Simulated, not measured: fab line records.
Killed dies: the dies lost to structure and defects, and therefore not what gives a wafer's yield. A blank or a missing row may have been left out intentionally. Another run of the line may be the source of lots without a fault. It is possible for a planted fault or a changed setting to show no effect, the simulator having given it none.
Chamber matching ; flow nandHarc ; cmp-03 running NHARC_P_CONTACT_CMP_01: 4 sister chambers
The step polishes SiO2, target thk 200 nm. 14 wafers are shown with their chamber, then 7 later ones without.

== EACH WAFER AND ITS CHAMBER ==
wafer;chamber;motorCurrentA (A);slurryFilterDpKPa (kPa)
L903.3;3;10.2;13.16
L903.5;0;13.9;13.42
L903.6;1;13.2;13.45
L907.1;2;10.8;13.73
L907.4;3;10.5;13.43
L907.5;0;13.0;13.80
L912.1;3;10.4;13.66
L912.2;1;14.1;13.51
L912.6;1;14.1;13.72
L915.1;2;11.0;13.48
L915.4;3;9.7;13.48
L915.5;2;10.8;13.44
L917.2;3;10.6;13.30
L917.3;2;10.5;13.52

SIGNATURES, as means of the wafers listed above
reading;chamber 0;chamber 1;chamber 2;chamber 3;scatter within a chamber
motorCurrentA;13.450;13.800;10.775;10.280;0.398
slurryFilterDpKPa;13.6100;13.5600;13.5425;13.4060;0.175
Rule: a wafer's distance from a chamber is the root of the sum, over the readings, of the square of ((its reading less the chamber's mean) divided by the reading's scatter). If the next closest chamber is less than 2 further off than the closest, the wafer can't be placed; otherwise it belongs to the closest. The scatter: take each reading less its chamber's mean, square it, sum over the shown wafers, divide by the number of wafers less the number of chambers, and take the root.

== WAFERS MISSING THEIR CHAMBER ==
wafer;motorCurrentA (A);slurryFilterDpKPa (kPa)
L917.5;13.6;13.38
L919.2;13.6;13.60
L919.4;11.1;13.74
L919.5;9.7;13.49
L922.3;12.8;13.43
L922.5;13.0;13.76
L922.6;13.7;13.62

== WHICH CHAMBER EACH WENT THROUGH ==
wafer;from the rows above;in truth
L917.5;can't be placed: 1 or 0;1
L919.2;can't be placed: 0 or 1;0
L919.4;can't be placed: 2 or 3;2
L919.5;can't be placed: 3 or 2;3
L922.3;can't be placed: 0 or 1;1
L922.5;can't be placed: 0 or 1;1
L922.6;can't be placed: 1 or 0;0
Placed correctly: 0 of 7. Not placeable from these rows: 7 (in 7, the candidates include the true chamber). Number placed wrongly: 0.
